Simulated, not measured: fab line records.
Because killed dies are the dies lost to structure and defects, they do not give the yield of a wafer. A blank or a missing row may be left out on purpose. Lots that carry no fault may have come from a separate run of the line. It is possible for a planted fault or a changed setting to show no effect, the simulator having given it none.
Split-lot study | flow n5-finfet | 39 wafers read across 7 lots, on a route 1938 steps long

ON THE SPLIT
At N5_BEOL_M7_CVD_78 (deposits Co from CCTBA/H2, target thk 2 nm, time 142.3 s), the setting target-thk-a was moved away from the recipe's 20 angstrom on 12 of the 39 wafers read, by -51.9% to +20.1%. For the rest of the wafers, this setting stayed at what the recipe calls for.

The reading comes from the split's own step.

THE READING
Co_of_BEOL_M7_CVD_78.thk-nm (the simulator's own value, which no gauge read), in nm, at N5_BEOL_M7_CVD_78 (deposits Co from CCTBA/H2, target thk 2 nm, time 142.3 s). The file does not state a usual value for it. The 27 wafers here that ran the recipe average 2.1 nm, standard deviation 0.11 nm.

wafer  | tool, chamber at the split | target-thk-a as run, angstrom | against the recipe | Co_of_BEOL_M7_CVD_78.thk-nm, nm | against lot-mates on the recipe
L075.1 | cvd-co-01, 1,2,1           | 24.02                         | +20.1%             | 2.6                             | +0.5
L075.2 | cvd-co-01, 1,2,1           | 24.02                         | +20.1%             | 2.6                             | +0.5
L075.4 | cvd-co-01, 1,2,1           | 24.02                         | +20.1%             | 2.6                             | +0.5
L075.3 | cvd-co-01, 2,1             | 20                            | recipe             | 2.2                             | -
L075.6 | cvd-co-01, 2,1             | 20                            | recipe             | 2.2                             | -
L075.5 | cvd-co-01, 2               | 20                            | recipe             | 2                               | -
L078.1 | cvd-co-01, 0,2,2           | 20                            | recipe             | 2                               | -
L078.3 | cvd-co-01, 0,2,2           | 20                            | recipe             | 2                               | -
L078.4 | cvd-co-01, 0,2,2           | 20                            | recipe             | 2                               | -
L078.2 | cvd-co-01, 1,0,1           | 20                            | recipe             | 2.2                             | -
L078.5 | cvd-co-01, 1,0,1           | 20                            | recipe             | 2.2                             | -
L078.6 | cvd-co-01, 1,0,1           | 20                            | recipe             | 2.2                             | -
L079.2 | cvd-co-02, 2               | 20                            | recipe             | 2                               | -
L079.3 | cvd-co-02, 0               | 20                            | recipe             | 2.2                             | -
L079.6 | cvd-co-02, 0               | 20                            | recipe             | 2.2                             | -
L086.1 | cvd-co-02, 0               | 15.35                         | -23.3%             | 1.8                             | -0.3
L086.4 | cvd-co-02, 0               | 15.35                         | -23.3%             | 1.8                             | -0.3
L086.2 | cvd-co-02, 1               | 15.35                         | -23.3%             | 1.6                             | -0.5
L086.3 | cvd-co-02, 2               | 20                            | recipe             | 2.2                             | -
L086.6 | cvd-co-02, 2               | 20                            | recipe             | 2.2                             | -
L086.5 | cvd-co-02, 1               | 20                            | recipe             | 2                               | -
L092.1 | cvd-co-02, 2               | 20                            | recipe             | 2                               | -
L092.2 | cvd-co-02, 0,0,2,2         | 20                            | recipe             | 2.2                             | -
L092.3 | cvd-co-02, 0,0,2,2         | 20                            | recipe             | 2.2                             | -
L092.4 | cvd-co-02, 0,0,2,2         | 20                            | recipe             | 2.2                             | -
L092.5 | cvd-co-02, 0,0,2,2         | 20                            | recipe             | 2.2                             | -
L092.6 | cvd-co-02, 0               | 20                            | recipe             | 2.4                             | -
L093.1 | cvd-co-02, 2               | 20                            | recipe             | 2                               | -
L093.2 | cvd-co-02, 1,0             | 20                            | recipe             | 2.2                             | -
L093.3 | cvd-co-02, 1,0             | 20                            | recipe             | 2.2                             | -
L093.4 | cvd-co-02, 0               | 9.621                         | -51.9%             | 1.2                             | -0.9
L093.5 | cvd-co-02, 1,2             | 9.621                         | -51.9%             | 1                               | -1.1
L093.6 | cvd-co-02, 1,2             | 9.621                         | -51.9%             | 1                               | -1.1
L095.1 | cvd-co-02, 1,0             | 20                            | recipe             | 2.2                             | -
L095.5 | cvd-co-02, 1,0             | 20                            | recipe             | 2.2                             | -
L095.2 | cvd-co-02, 2               | 13.23                         | -33.9%             | 1.4                             | -0.7
L095.3 | cvd-co-02, 0               | 13.23                         | -33.9%             | 1.6                             | -0.5
L095.4 | cvd-co-02, 2               | 13.23                         | -33.9%             | 1.2                             | -0.9
L095.6 | cvd-co-02, 1               | 20                            | recipe             | 2                               | -
Rows listing several chambers each stand for several wafers; the file does not say which wafer went through which chamber.

THE FIT
A straight line over all 39 wafers: Co_of_BEOL_M7_CVD_78.thk-nm changes by +0.0209 nm for each +1% of target-thk-a; r = +0.96; the points scatter about the line by 0.11 nm.
The same after taking each lot's own level away (the mean of its wafers on the recipe; 39 wafers): +0.0208 nm for each +1%; r = +0.96; scatter 0.11 nm.
Per that fit: largest target-thk-a move, reading shift of 1.1 nm.
The lots' own levels span 2.10 to 2.20 nm, that is 0.9 times the standard deviation above.
The two slopes are in agreement: the lot-to-lot level therefore moves the slope only a little.
Check: -1.1 nm against its lot-mates is what the line predicts for one of the wafers moved furthest among these (-51.9%) when that wafer is left out of the fit. Against them it came out at -0.933 nm.

THE OTHER SPLITS THESE WAFERS WENT THROUGH
Before the reading, these wafers also passed through other splits. Each is held against what the fit with the lots' levels taken away leaves over:
other split on the same wafers          | wafers away from the commonest value | r with Co_of_BEOL_M7_CVD_78.thk-nm (lot level and that fit taken away)
N5_ZERO_LAYER_DEVELOP_10 develop-time-s | 15                                   | +0.23
N5_FIN_SAQP_ETCH_65 time-s              | 15                                   | -0.03
N5_MOL_CONTACT_COAG_PRECLEAN_111 time-s | 12                                   | +0.11

FILE'S OWN FIT
Co_of_BEOL_M7_CVD_78.thk-nm changes by +0.0207 nm for each +1% of target-thk-a, r = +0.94.
